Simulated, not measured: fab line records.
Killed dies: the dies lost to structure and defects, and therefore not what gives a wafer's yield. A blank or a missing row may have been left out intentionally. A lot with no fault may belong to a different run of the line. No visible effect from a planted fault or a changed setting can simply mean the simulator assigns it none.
fab line records	flow nand_harc
record: lots: 12	wafers: 36	last_day: 34
route steps=1302 shown A_STAIRCASE@719 END@1302
lots with no fault: from the same line, run without faults
start_h: hours from the record's opening day to when the first of the lot's shown wafers began	wait_h: hours elapsed since this lot's preceding step	" unchanged from the row above	L1.1+2: a row that stands for several wafers	- no value, or no start was given	* or withheld: withheld	< > ~ a bound
route shown NAME@n: a module of which the file shows steps, and the number in the route of the first	usual: average and standard deviation across the fault-free wafers	same: alike in all rows	chamber/n: place in a boat	sites: the reading at each site	_std_site: standard deviation across them	_edge_site: outer sites' mean less inner sites'	radius_mm: for every site, how far away it sits from the centre of the wafer	mask NAME#n: copy n	behind: the most recent tool/chamber to have shaped the wafer	hold: the reason the lot was held/the length of the hold in hours/how it ended	device: which transistor (n, p or np) failed to switch	end of line: tests of these same wafers at the route's end	for a step that has no rows: nothing shown but its recipe	killed: the dies lost at the first sort to structure and to defects; this is not the yield of the wafer	map: the dies of a wafer, with x for killed, . for not killed, _ for no die there
set.NAME: the run value of the setting; set.NAME@STEP: its run value at that earlier step	model.NAME: the simulator's own value behind a step, which no gauge read
the route's steps for a sample of lots (tables are steps, rows are wafers)
services: when a tool's chamber went out of use (start_h, in hours from the record's first day, below 0 if earlier), for how many hours, and the reason
== steps ==
step: NHARC_A_STAIRCASE_STRIP_205
recipe: power_w: 1500	temp_c: 250	chemistry: O2
usual: drypump_motor_current_A: 6.03/0.13	heater_power_w: 329/34	temp_c: 250.00/0.17
lot.wafer	tool	chamber	start_h	wait_h	drypump_motor_current_A	heater_power_w	rf_hours_counter_h	temp_c
L616.1	plasma_asher-01	1	361.67	0.1	6.13	353	2	249.86
L616.4	"	1	"	"	6.12	357	-	249.96
L616.6	"	0	"	"	6.06	346	-	250.07
L619.2	plasma_asher-02	0	403.78	0.1	5.80	266	26	250.41
L619.3	"	1	"	"	6.14	346	-	249.90
L619.5	"	1	"	"	6.08	358	-	249.99
L620.4	plasma_asher-02	0	404.50	0.2	5.81	278	-	249.96
L620.6	"	1	"	"	6.15	343	-	250.23
L620.5	"	0	"	"	5.78	272	-	249.77
L622.1	plasma_asher-01	1	422.52	0.4	6.13	353	13	249.85
L622.3	"	1	"	"	6.11	352	-	250.13
L622.5	"	0	"	"	6.09	343	-	249.68
L623.1	plasma_asher-01	0	430.01	0.1	6.05	342	14	250.18
L623.2	"	1	"	"	6.12	350	14	249.93
L623.3	"	1	"	"	6.12	353	-	249.95
L624.1	plasma_asher-02	1	444.10	0.1	6.09	351	35	249.82
L624.3	"	1	"	"	6.13	353	-	250.04
L624.5	"	1	"	"	6.09	337	-	250.18
L625.2	plasma_asher-02	0	464.86	0.1	5.78	272	2	249.89
L625.6	"	1	"	"	6.13	360	-	249.79
L625.5	"	0	"	"	5.80	270	-	250.00
L629.1	plasma_asher-02	1	485.37	0.1	6.11	344	8	249.63
L629.2	"	0	"	"	5.84	270	8	249.86
L629.4	"	1	"	"	6.08	357	-	249.76
L630.4	plasma_asher-01	1	500.86	0.2	6.12	344	-	250.12
L630.3	"	0	"	"	6.09	335	-	249.76
L630.6	"	1	"	"	6.13	349	-	249.82
L637.1	plasma_asher-01	1	568.41	0.1	6.12	337	6	250.19
L637.2	"	0	"	"	6.09	357	6	250.09
L637.3	"	1	"	"	6.12	348	-	250.18
L638.1	plasma_asher-01	0	577.73	0.1	6.10	354	9	249.96
L638.3	"	0	"	"	6.10	355	-	250.30
L638.4	"	1	"	"	6.13	335	-	250.07
L639.2	plasma_asher-02	0	588.88	0.1	5.81	270	31	250.14
L639.6	"	1	"	"	6.14	361	-	249.86
L639.5	"	0	"	"	5.82	271	-	250.00
step: NHARC_A_STAIRCASE_TRIM_224
recipe: time_s: 211.2	o2_flow_sccm: 500	ar_flow_sccm: 0	bias_w: 0	chemistry: O2
usual: drypump_motor_current_A: 5.7/0.39	oes_product_au: 1.001/0.013	rf_vpp_V: 57.9/1	showerhead_plenum_p_Torr: 3.55/0.18	throttle_valve_pct: 17.037/0.0093
same: time_s: 211.2
lot.wafer	tool	chamber	start_h	wait_h	drypump_motor_current_A	oes_product_au	rf_hours_counter_h	rf_vpp_V	showerhead_plenum_p_Torr	throttle_valve_pct
L616.1	rie_diel-03	1	-	-	5.3	1.003	23	57.9	3.44	17.034
L616.4	"	2	"	"	6.1	0.996	25	56.5	3.29	17.047
L616.6	"	1	"	"	5.3	1.001	-	59.0	3.44	17.037
L619.2	rie_diel-04	1	-	-	6.0	0.981	9	59.1	3.77	17.039
L619.3	"	2	"	"	5.4	0.999	11	56.5	3.51	17.029
L619.5	"	2	"	"	5.4	0.994	-	56.8	3.51	17.034
L620.4	rie_diel-03	2	-	-	6.1	1.012	37	57.6	3.28	17.028
L620.6	"	2	"	"	6.1	1.021	-	56.7	3.28	17.040
L620.5	"	3	"	"	6.3	0.986	-	58.6	3.63	17.030
L622.3	rie_diel-03	0	-	-	5.7	0.997	46	58.1	3.75	17.032
L622.1	"	1	"	"	5.3	0.995	43	56.7	3.43	17.030
L622.5	"	1	"	"	5.3	1.001	-	57.3	3.43	17.040
L623.1	rie_diel-03	3	-	-	6.3	0.990	46	56.8	3.63	17.033
L623.3	"	0	"	"	5.7	0.998	48	57.4	3.75	17.036
L623.2	"	1	"	"	5.3	1.001	44	57.9	3.43	17.044
L624.3	rie_diel-03	3	-	-	6.3	0.987	51	58.8	3.62	17.031
L624.1	"	1	"	"	5.3	1.010	52	57.1	3.42	17.053
L624.5	"	3	"	"	6.3	0.988	-	60.0	3.62	17.020
L625.2	rie_diel-11	3	-	-	5.2	0.997	6	58.7	3.59	17.047
L625.5	"	3	"	"	5.2	1.003	-	59.9	3.60	17.035
L625.6	"	0	"	"	5.5	0.990	-	56.7	3.30	17.043
L629.1	rie_diel-04	2	-	-	5.4	1.003	40	57.1	3.49	17.034
L629.4	"	0	"	"	5.5	1.005	36	57.6	3.79	17.036
L629.2	"	1	"	"	6.1	0.996	40	58.2	3.75	17.027
L630.3	rie_diel-03	3	-	-	6.3	0.987	10	58.3	3.61	17.021
L630.4	"	0	"	"	5.6	1.009	10	58.6	3.74	17.032
L630.6	"	3	"	"	6.4	0.997	-	57.9	3.61	17.033
L637.3	rie_diel-03	2	-	-	6.2	1.017	36	57.9	3.79	17.046
L637.1	"	3	"	"	6.3	1.007	29	58.5	3.60	17.049
L637.2	"	0	"	"	5.7	1.010	28	59.2	3.73	17.045
L638.4	rie_diel-03	0	-	-	5.7	1.013	33	58.5	3.73	17.031
L638.3	"	1	"	"	5.3	0.985	37	58.3	3.40	17.038
L638.1	"	2	"	"	6.1	1.027	39	59.6	3.79	17.057
L639.2	rie_diel-04	1	-	-	6.0	0.984	14	58.0	3.73	17.035
L639.6	"	0	"	"	5.5	0.994	-	57.8	3.77	17.026
L639.5	"	1	"	"	6.1	0.985	-	59.5	3.73	17.045
step: NHARC_A_STAIRCASE_ETCH_232
recipe: target_depth_a: 1000	time_s: 40.5	ion_energy_ev: 400	c4f8_flow_sccm: 20	o2_flow_sccm: 10	ar_flow_sccm: withheld	rf_w: 600	bias_w: 1000	chemistry: C4F8/O2
usual: oes_product_au: 0.945/0.014	rf_fwd_power_W: 592.8/2.6	rf_vpp_V: 896/6.7
same: time_s: 40.5
lot.wafer	tool	chamber	start_h	wait_h	oes_product_au	rf_fwd_power_W	rf_hours_counter_h	rf_vpp_V
L616.4	rie_diel-11	1	365.68	-	0.942	591.5	34	893
L616.1	"	0	"	"	0.941	590.2	30	888
L616.6	"	1	"	"	0.954	590.6	-	893
L619.3	rie_diel-04	1	407.04	-	0.918	591.3	10	905
L619.2	"	2	"	"	0.934	591.1	11	897
L619.5	"	3	"	"	0.945	593.3	-	889
L620.4	rie_diel-03	1	407.42	-	0.953	592.0	39	891
L620.6	"	0	"	"	0.951	591.4	-	903
L620.5	"	1	"	"	0.938	593.1	-	893
L622.1	rie_diel-11	1	425.63	-	0.957	594.5	52	891
L622.3	"	2	"	"	0.927	595.2	54	891
L622.5	"	1	"	"	0.953	591.6	-	891
L623.1	rie_diel-04	0	434.09	-	0.950	590.0	11	905
L623.2	"	1	"	"	0.946	590.7	20	904
L623.3	"	2	"	"	0.953	590.1	22	895
L624.1	rie_diel-03	3	447.49	-	0.944	590.1	52	900
L624.3	"	1	"	"	0.953	594.2	53	894
L624.5	"	3	"	"	0.934	592.2	-	899
L625.2	rie_diel-04	3	471.17	-	0.973	589.2	42	886
L625.5	"	2	"	"	0.938	592.9	-	894
L625.6	"	3	"	"	0.964	591.2	-	888
L629.1	rie_diel-04	0	488.44	-	1.038	682.8	36	905
L629.4	"	2	"	"	1.035	689.7	40	894
L629.2	"	3	"	"	1.062	692.3	46	888
L630.4	rie_diel-04	0	503.93	-	1.026	685.1	41	904
L630.3	"	1	"	"	1.017	687.9	45	904
L630.6	"	1	"	"	1.014	687.6	-	905
L637.2	rie_diel-03	3	571.46	-	0.942	590.9	29	899
L637.3	"	1	"	"	0.928	594.0	34	892
L637.1	"	2	"	"	0.954	593.5	36	907
L638.3	rie_diel-11	0	580.73	-	0.921	590.8	42	886
L638.1	"	1	"	"	0.948	595.9	48	892
L638.4	"	3	"	"	0.946	591.2	46	899
L639.2	rie_diel-11	3	592.07	-	0.940	594.2	50	897
L639.6	"	3	"	"	0.936	595.1	-	897
L639.5	"	0	"	"	0.934	593.4	-	887
step: NHARC_A_STAIRCASE_ETCH_234
recipe: target_depth_a: 1000	time_s: 40.5	ion_energy_ev: 400	c4f8_flow_sccm: 20	o2_flow_sccm: 10	ar_flow_sccm: withheld	rf_w: 600	bias_w: 1000	chemistry: C4F8/O2
usual: oes_product_au: 0.941/0.014	rf_fwd_power_W: 592.9/2.2	rf_vpp_V: 895/6.4
same: time_s: 40.5
lot.wafer	tool	chamber	start_h	wait_h	oes_product_au	rf_fwd_power_W	rf_hours_counter_h	rf_vpp_V
L616.1	rie_diel-11	2	-	-	0.932	596.3	38	891
L616.4	"	3	"	"	0.933	593.8	36	900
L616.6	"	2	"	"	0.935	594.9	-	891
L619.3	rie_diel-04	1	-	-	0.927	593.1	10	905
L619.2	"	2	"	"	0.941	593.3	11	897
L619.5	"	2	"	"	0.951	591.7	-	895
L620.4	rie_diel-03	0	-	-	0.957	590.3	42	904
L620.5	"	3	"	"	0.925	594.9	-	899
L620.6	"	0	"	"	0.957	592.1	-	905
L622.1	rie_diel-11	0	-	-	0.940	590.9	48	887
L622.3	"	2	"	"	0.923	597.1	54	890
L622.5	"	0	"	"	0.932	588.0	-	887
L623.3	rie_diel-04	2	-	-	0.956	594.1	22	896
L623.2	"	0	"	"	0.940	590.6	11	906
L623.1	"	1	"	"	0.948	591.0	20	904
L624.1	rie_diel-03	1	-	-	0.939	595.2	53	892
L624.3	"	2	"	"	0.938	593.2	50	886
L624.5	"	0	"	"	0.933	593.9	-	903
L625.2	rie_diel-04	1	-	-	0.921	591.3	35	904
L625.6	"	2	"	"	0.942	592.3	-	895
L625.5	"	3	"	"	0.950	592.5	-	887
L629.4	rie_diel-04	1	-	-	0.912	592.6	41	904
L629.2	"	3	"	"	0.953	594.8	47	888
L629.1	"	0	"	"	0.926	589.8	36	905
L630.4	rie_diel-04	2	-	-	0.951	592.8	46	895
L630.3	"	1	"	"	0.922	591.5	45	905
L630.6	"	2	"	"	0.940	593.0	-	895
L637.3	rie_diel-03	2	-	-	0.945	591.6	37	904
L637.2	"	3	"	"	0.936	592.4	29	898
L637.1	"	0	"	"	0.949	594.3	28	903
L638.4	rie_diel-11	0	-	-	0.921	593.5	43	888
L638.1	"	2	"	"	0.941	594.2	51	889
L638.3	"	3	"	"	0.954	594.7	46	897
L639.2	rie_diel-11	1	-	-	0.960	593.9	51	891
L639.6	"	0	"	"	0.930	589.1	-	887
L639.5	"	1	"	"	0.964	592.4	-	890
step: NHARC_END_SORT_01
recipe: temp_c: 25
usual: killed_at_array: 55/19	killed_at_other: 0.9/1.4	killed_at_periphery: 3.8/2.9	killed_dies: 60/19	killed_open: 3.3/1.8	killed_short: 2.6/1.6
same: gross_dies: 677
lot.wafer	tool	chamber	start_h	wait_h	killed_at_array	killed_at_other	killed_at_periphery	killed_dies	killed_open	killed_short
L619.2	prober-02	0	601.11	2.8	49	1	4	54	3	2
L619.3	prober-02	0	601.92	3.1	46	1	4	51	3	2
L619.5	prober-02	0	603.53	3.7	59	1	3	63	2	6
L623.1	prober-02	0	635.76	2.5	84	0	1	85	1	2
L623.2	prober-02	0	636.56	2.8	81	1	3	85	4	5
L623.3	prober-02	0	637.35	3.1	73	0	1	74	4	1
L625.2	prober-01	0	668.68	2.8	63	0	2	65	3	2
L625.5	prober-01	0	671.09	3.7	67	0	1	68	5	1
L625.6	prober-01	0	671.89	4.0	74	0	3	77	2	1
L629.1	prober-02	0	698.39	2.5	55	1	5	61	3	4
L629.2	prober-02	0	699.17	2.8	48	0	5	53	3	2
L629.4	prober-02	0	700.75	3.4	48	0	2	50	0	1
killed by level:class
L619.2 A_CHANNEL_HOLE_D1:chamber_film_flake=29 A_CHANNEL_HOLE_D2:chamber_film_flake=9 A_STAIRCASE:chamber_film_flake=5 P_ZERO_WELL:chamber_film_flake=2 P_CONTACT:geometric_particle:short=1 A_SOURCE_PLATE:geometric_particle:open=1 A_ONON_D1:geometric_particle:short=1 A_DECK1_JOINT:geometric_particle:open=1
L619.3 A_CHANNEL_HOLE_D1:chamber_film_flake=27 A_CHANNEL_HOLE_D2:chamber_film_flake=11 A_STAIRCASE:chamber_film_flake=3 P_CONTACT:geometric_particle:short=1 A_CHANNEL_FILL_D2:geometric_particle:open=1 A_SGD_CUT:geometric_particle:open=1 A_WL_FILL:geometric_particle:open=1 STARTING-WAFER:geometric_particle:short=1
L619.5 A_CHANNEL_HOLE_D1:chamber_film_flake=32 A_CHANNEL_HOLE_D2:chamber_film_flake=8 A_STAIRCASE:chamber_film_flake=7 A_DECK1_JOINT:chamber_film_flake=3 P_GATE:geometric_particle:open=2 A_ONON_D2:geometric_particle:short=2 A_CHANNEL_FILL_D2:chamber_film_flake=2 A_CHANNEL_FILL_D1:geometric_particle:short=1
L623.1 A_CHANNEL_HOLE_D1:chamber_film_flake=29 A_SLIT:chamber_film_flake=26 A_CHANNEL_HOLE_D2:chamber_film_flake=16 A_CONTACT:chamber_film_flake=4 A_WL_FILL:chamber_film_flake=2 A_CHANNEL_FILL_D1:geometric_particle:short=1 A_ONON_D2:geometric_particle:short=1 A_M0:geometric_particle:open=1
L623.2 A_CHANNEL_HOLE_D1:chamber_film_flake=29 A_CHANNEL_HOLE_D2:chamber_film_flake=17 A_SLIT:chamber_film_flake=16 A_CONTACT:chamber_film_flake=6 A_ONON_D1:geometric_particle:short=2 P_GATE:chamber_film_flake=2 A_STAIRCASE:chamber_film_flake=2 A_ONON_D1:geometric_particle:open=1
L623.3 A_CHANNEL_HOLE_D1:chamber_film_flake=26 A_CHANNEL_HOLE_D2:chamber_film_flake=19 A_SLIT:chamber_film_flake=13 A_CONTACT:chamber_film_flake=4 A_M0:chamber_film_flake=3 A_STAIRCASE:chamber_film_flake=2 A_CHANNEL_HOLE_D1:geometric_particle:open=1 A_DECK1_JOINT:geometric_particle:short=1
L625.2 A_CHANNEL_HOLE_D1:chamber_film_flake=27 A_SLIT:chamber_film_flake=25 A_CONTACT:chamber_film_flake=5 A_CHANNEL_FILL_D2:geometric_particle:short=2 A_BLC:chamber_film_flake=2 P_M0:geometric_particle:open=1 A_WL_FILL:geometric_particle:open=1 A_BLC:geometric_particle:open=1
L625.5 A_CHANNEL_HOLE_D1:chamber_film_flake=33 A_SLIT:chamber_film_flake=22 A_CHANNEL_HOLE_D2:chamber_film_flake=3 A_CONTACT:chamber_film_flake=3 A_BLC:geometric_particle:open=2 A_CHANNEL_HOLE_D1:geometric_particle:open=1 A_ONON_D2:geometric_particle:short=1 A_CHANNEL_FILL_D2:geometric_particle:open=1
L625.6 A_CHANNEL_HOLE_D1:chamber_film_flake=35 A_SLIT:chamber_film_flake=28 A_CONTACT:chamber_film_flake=5 P_STI:chamber_film_flake=2 A_CHANNEL_HOLE_D2:chamber_film_flake=2 P_CONTACT:geometric_particle:open=1 A_ONON_D1:geometric_particle:open=1 A_CHANNEL_FILL_D2:geometric_particle:short=1
L629.1 A_SLIT:chamber_film_flake=25 A_CHANNEL_HOLE_D2:chamber_film_flake=10 A_CHANNEL_HOLE_D1:chamber_film_flake=7 P_GATE:chamber_film_flake=3 A_CHANNEL_FILL_D1:chamber_film_flake=3 A_WL_FILL:chamber_film_flake=2 A_CONTACT:chamber_film_flake=2 P_GATE:geometric_particle:open=1
L629.2 A_SLIT:chamber_film_flake=24 A_CHANNEL_HOLE_D2:chamber_film_flake=10 A_CHANNEL_HOLE_D1:chamber_film_flake=4 P_GATE:chamber_film_flake=3 P_GATE:geometric_particle:open=2 A_STAIRCASE:chamber_film_flake=2 A_CONTACT:chamber_film_flake=2 A_CHANNEL_FILL_D1:geometric_particle:short=1
L629.4 A_SLIT:chamber_film_flake=23 A_CHANNEL_HOLE_D2:chamber_film_flake=10 A_CHANNEL_HOLE_D1:chamber_film_flake=7 A_CHANNEL_FILL_D1:chamber_film_flake=3 A_STAIRCASE:chamber_film_flake=3 P_GATE:chamber_film_flake=2 A_SGD_CUT:geometric_particle:short=1 A_CONTACT:chamber_film_flake=1
== services ==
tool	chamber	start_h	hours	kind
rie_diel-03	0	339.93	-	clean
rie_diel-03	1	339.93	-	clean
rie_diel-03	2	339.93	-	clean
rie_diel-03	3	339.93	-	clean
plasma_asher-01	-	342.00	9.0	pm
rie_diel-04	2	351.08	3.3	repair
rie_diel-04	-	358.76	9.0	pm
rie_diel-03	0	364.44	-	clean
rie_diel-03	1	364.44	-	clean
rie_diel-03	2	364.44	-	clean
rie_diel-03	3	364.44	-	clean
plasma_asher-02	-	366.67	0.7	repair
rie_diel-03	-	368.51	0.6	repair
rie_diel-03	0	388.99	-	clean
rie_diel-04	0	393.17	26.6	repair
plasma_asher-01	-	432.26	1.8	repair
rie_diel-11	-	434.79	9.0	pm
plasma_asher-02	-	447.84	9.0	pm
rie_diel-03	-	458.59	9.0	pm
plasma_asher-02	-	513.49	2.5	repair
rie_diel-03	2	517.55	7.5	repair
plasma_asher-01	-	519.00	9.0	pm
rie_diel-04	-	535.82	9.0	pm
rie_diel-03	3	546.16	10.6	repair
== key ==
first_sign: step: NHARC_A_STAIRCASE_ETCH_232	reading: rf_fwd_power_W	direction: up	sigmas: 36	usual: *	struck: *
effect: step: NHARC_A_STAIRCASE_ETCH_232	reading: oes_product_au	direction: up	sigmas: 6.1	usual: 0.945	struck: 1.032
met_at NHARC_A_STAIRCASE_ETCH_232
struck_lots L629,L630
tester_left_out L629,L630
not_acting_at NHARC_A_STAIRCASE_STRIP_205,NHARC_A_STAIRCASE_TRIM_224,NHARC_A_STAIRCASE_ETCH_234
onset_between 471.17 488.44
fault: kind: process_parameter_drift	tool: rie_diel-04	chamber: -	onset_h: 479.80	steps: NHARC_A_STAIRCASE_ETCH_232	channel: rf_w	offset: *	shape: step	end_h: 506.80	acts_in: *	stated: *
tester_left_out: of these lots the tester's yield and bins aren't shown, on N5 and GAA mostly nor the transistor test; their killed dies are dies lost to structure and defects alone, not to doping, threshold or leakage, so they don't give the yield
